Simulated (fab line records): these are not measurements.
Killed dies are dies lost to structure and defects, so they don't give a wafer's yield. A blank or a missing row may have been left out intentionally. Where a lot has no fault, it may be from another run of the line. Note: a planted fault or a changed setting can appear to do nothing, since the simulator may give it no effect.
Split-lot experiment / flow n5Finfet / 7 lots, 39 wafers read, on a route of 1938 steps

== ABOUT THE SPLIT ==
At N5_BEOL_M1_TRENCH_ETCH_37 (etches SiOC in C4F6/O2, target depth 55.207 nm, time 29 s), the setting timeS was moved away from the recipe's 29 s on 15 of the 39 wafers read, by -33.8% to +26.4%. This setting was run at the recipe's value on the other wafers.

== FROM THE SPLIT TO THE READING: what the file shows between them, 2 steps ==
- N5_BEOL_M1_ETCH_41: etches SiCN in CH3F/O2, target depth 31.9 nm, time 57.8 s
- N5_BEOL_M1_STRIP_97: strips in N2/H2, time 10 s

== THE READING ==
trenchDepthNm, in nm, at N5_BEOL_M1_OCD_MEAS_38. A value of 55.3 nm with a standard deviation of 0.99 nm is what fault-free wafers of this fab line usually give.

wafer=L074.1; tool, chamber at the split=rieDiel-04, 0; timeS as run, s=29; against the recipe=recipe; trenchDepthNm, nm=56.8; against lot-mates on the recipe=-
wafer=L074.2; tool, chamber at the split=rieDiel-04, 2; timeS as run, s=36.45; against the recipe=+25.7%; trenchDepthNm, nm=70.6; against lot-mates on the recipe=+15.2
wafer=L074.3; tool, chamber at the split=rieDiel-04, 3; timeS as run, s=29; against the recipe=recipe; trenchDepthNm, nm=54.1; against lot-mates on the recipe=-
wafer=L074.4; tool, chamber at the split=rieDiel-04, 1; timeS as run, s=36.45; against the recipe=+25.7%; trenchDepthNm, nm=68.4; against lot-mates on the recipe=+13.0
wafer=L074.5; tool, chamber at the split=rieDiel-04, 0; timeS as run, s=36.45; against the recipe=+25.7%; trenchDepthNm, nm=70.7; against lot-mates on the recipe=+15.3
wafer=L074.6; tool, chamber at the split=rieDiel-04, 1; timeS as run, s=29; against the recipe=recipe; trenchDepthNm, nm=55.2; against lot-mates on the recipe=-
wafer=L077.1; tool, chamber at the split=rieDiel-02, 3; timeS as run, s=29; against the recipe=recipe; trenchDepthNm, nm=54.7; against lot-mates on the recipe=-
wafer=L077.5; tool, chamber at the split=rieDiel-02, 3; timeS as run, s=29; against the recipe=recipe; trenchDepthNm, nm=55.0; against lot-mates on the recipe=-
wafer=L077.6; tool, chamber at the split=rieDiel-02, 1; timeS as run, s=29; against the recipe=recipe; trenchDepthNm, nm=53.9; against lot-mates on the recipe=-
wafer=L081.1; tool, chamber at the split=rieDiel-02, 1; timeS as run, s=36.67; against the recipe=+26.4%; trenchDepthNm, nm=69.0; against lot-mates on the recipe=+13.4
wafer=L081.2; tool, chamber at the split=rieDiel-02, 2; timeS as run, s=36.67; against the recipe=+26.4%; trenchDepthNm, nm=68.5; against lot-mates on the recipe=+12.9
wafer=L081.3; tool, chamber at the split=rieDiel-02, 0; timeS as run, s=29; against the recipe=recipe; trenchDepthNm, nm=57.3; against lot-mates on the recipe=-
wafer=L081.4; tool, chamber at the split=rieDiel-02, 3; timeS as run, s=29; against the recipe=recipe; trenchDepthNm, nm=55.6; against lot-mates on the recipe=-
wafer=L081.5; tool, chamber at the split=rieDiel-02, 1; timeS as run, s=29; against the recipe=recipe; trenchDepthNm, nm=53.9; against lot-mates on the recipe=-
wafer=L081.6; tool, chamber at the split=rieDiel-02, 2; timeS as run, s=36.67; against the recipe=+26.4%; trenchDepthNm, nm=70.1; against lot-mates on the recipe=+14.5
wafer=L083.1; tool, chamber at the split=rieDiel-04, 0; timeS as run, s=29; against the recipe=recipe; trenchDepthNm, nm=55.4; against lot-mates on the recipe=-
wafer=L083.2; tool, chamber at the split=rieDiel-04, 1; timeS as run, s=29; against the recipe=recipe; trenchDepthNm, nm=54.2; against lot-mates on the recipe=-
wafer=L083.3; tool, chamber at the split=rieDiel-04, 3; timeS as run, s=29; against the recipe=recipe; trenchDepthNm, nm=54.7; against lot-mates on the recipe=-
wafer=L083.4; tool, chamber at the split=rieDiel-04, 2; timeS as run, s=29; against the recipe=recipe; trenchDepthNm, nm=56.6; against lot-mates on the recipe=-
wafer=L083.5; tool, chamber at the split=rieDiel-04, 1; timeS as run, s=29; against the recipe=recipe; trenchDepthNm, nm=54.3; against lot-mates on the recipe=-
wafer=L083.6; tool, chamber at the split=rieDiel-04, 0; timeS as run, s=29; against the recipe=recipe; trenchDepthNm, nm=56.6; against lot-mates on the recipe=-
wafer=L086.1; tool, chamber at the split=rieDiel-02, 3; timeS as run, s=29; against the recipe=recipe; trenchDepthNm, nm=54.8; against lot-mates on the recipe=-
wafer=L086.2; tool, chamber at the split=rieDiel-02, 0; timeS as run, s=23.7; against the recipe=-18.3%; trenchDepthNm, nm=46.2; against lot-mates on the recipe=-8.8
wafer=L086.3; tool, chamber at the split=rieDiel-02, 1; timeS as run, s=29; against the recipe=recipe; trenchDepthNm, nm=54.0; against lot-mates on the recipe=-
wafer=L086.4; tool, chamber at the split=rieDiel-02, 2; timeS as run, s=23.7; against the recipe=-18.3%; trenchDepthNm, nm=44.9; against lot-mates on the recipe=-10.1
wafer=L086.5; tool, chamber at the split=rieDiel-02, 1; timeS as run, s=23.7; against the recipe=-18.3%; trenchDepthNm, nm=44.0; against lot-mates on the recipe=-11.0
wafer=L086.6; tool, chamber at the split=rieDiel-02, 0; timeS as run, s=29; against the recipe=recipe; trenchDepthNm, nm=56.1; against lot-mates on the recipe=-
wafer=L094.1; tool, chamber at the split=rieDiel-06, 1; timeS as run, s=29; against the recipe=recipe; trenchDepthNm, nm=56.7; against lot-mates on the recipe=-
wafer=L094.2; tool, chamber at the split=rieDiel-06, 0; timeS as run, s=29; against the recipe=recipe; trenchDepthNm, nm=54.6; against lot-mates on the recipe=-
wafer=L094.3; tool, chamber at the split=rieDiel-06, 2; timeS as run, s=23.76; against the recipe=-18.1%; trenchDepthNm, nm=45.4; against lot-mates on the recipe=-9.7
wafer=L094.4; tool, chamber at the split=rieDiel-06, 3; timeS as run, s=29; against the recipe=recipe; trenchDepthNm, nm=54.1; against lot-mates on the recipe=-
wafer=L094.5; tool, chamber at the split=rieDiel-06, 0; timeS as run, s=23.76; against the recipe=-18.1%; trenchDepthNm, nm=45.0; against lot-mates on the recipe=-10.1
wafer=L094.6; tool, chamber at the split=rieDiel-06, 1; timeS as run, s=23.76; against the recipe=-18.1%; trenchDepthNm, nm=45.9; against lot-mates on the recipe=-9.2
wafer=L097.1; tool, chamber at the split=rieDiel-02, 3; timeS as run, s=29; against the recipe=recipe; trenchDepthNm, nm=55.6; against lot-mates on the recipe=-
wafer=L097.2; tool, chamber at the split=rieDiel-02, 0; timeS as run, s=19.21; against the recipe=-33.8%; trenchDepthNm, nm=37.4; against lot-mates on the recipe=-18.2
wafer=L097.3; tool, chamber at the split=rieDiel-02, 1; timeS as run, s=29; against the recipe=recipe; trenchDepthNm, nm=56.1; against lot-mates on the recipe=-
wafer=L097.4; tool, chamber at the split=rieDiel-02, 2; timeS as run, s=19.21; against the recipe=-33.8%; trenchDepthNm, nm=36.3; against lot-mates on the recipe=-19.3
wafer=L097.5; tool, chamber at the split=rieDiel-02, 1; timeS as run, s=29; against the recipe=recipe; trenchDepthNm, nm=55.1; against lot-mates on the recipe=-
wafer=L097.6; tool, chamber at the split=rieDiel-02, 0; timeS as run, s=19.21; against the recipe=-33.8%; trenchDepthNm, nm=37.4; against lot-mates on the recipe=-18.2

THE FIT
A straight line over all 39 wafers: trenchDepthNm changes by +0.546 nm for each +1% of timeS; r = +0.99; the points scatter about the line by 0.98 nm.
The same after taking each lot's own level away (the mean of its wafers on the recipe; 39 wafers): +0.543 nm for each +1%; r = +0.99; scatter 0.96 nm.
The reading moves by 18 nm for the largest change in timeS, on that fit.
Across the lots, their own levels run from 54.53 to 55.60 nm, a range of 1.1 times the standard deviation given above.
Consequently the slope shifts little with the lot-to-lot level, the two slopes agreeing.
Check: with one of the wafers moved furthest among these (-33.8%) left out of the fit, the line predicts -18.4 nm for it against its lot-mates. It came out at -18.2 nm against them.

== THESE WAFERS: OTHER SPLITS ==
Before the reading, these wafers also passed through other splits. Each is held against what the fit with the lots' levels taken away leaves over:
other split on the same wafers=N5_STI_FIN_REVEAL_ETCHBACK_08 targetDepthA; wafers away from the commonest value=12; r with trenchDepthNm (lot level and that fit taken away)=+0.14
other split on the same wafers=N5_ILD0_PRECLEAN_10 timeS; wafers away from the commonest value=12; r with trenchDepthNm (lot level and that fit taken away)=+0.08
other split on the same wafers=N5_BEOL_M0_SAQP_PECVD_96 timeS; wafers away from the commonest value=15; r with trenchDepthNm (lot level and that fit taken away)=+0.14

== THE WHOLE CHAIN: every reading that the file lists as answering this split, in the file's order ==
step=N5_BEOL_M1_TRENCH_ETCH_37; what it does=etches SiOC in C4F6/O2, target depth 55.207 nm, time 29 s; reading=etch.depthNm (the simulator's own value, which no gauge read); change (the file's fit)=+0.545 nm for each +1% of the setting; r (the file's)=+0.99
step=N5_BEOL_M1_TRENCH_ETCH_37; what it does=etches SiOC in C4F6/O2, target depth 55.207 nm, time 29 s; reading=BEOL_M1.featureDepthNm (the simulator's own value, which no gauge read); change (the file's fit)=+0.545 nm for each +1% of the setting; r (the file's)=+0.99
step=N5_BEOL_M1_TRENCH_ETCH_37; what it does=etches SiOC in C4F6/O2, target depth 55.207 nm, time 29 s; reading=TiN_of_BEOL_M1_HM_DEP_02.thkNm (the simulator's own value, which no gauge read); change (the file's fit)=-0.0209 nm for each +1% of the setting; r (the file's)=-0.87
step=N5_BEOL_M1_OCD_MEAS_38; what it does=; reading=trenchDepthNm; change (the file's fit)=+0.544 nm for each +1% of the setting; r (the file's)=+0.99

== FILE'S OWN FIT ==
trenchDepthNm changes by +0.544 nm for each +1% of timeS, r = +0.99.
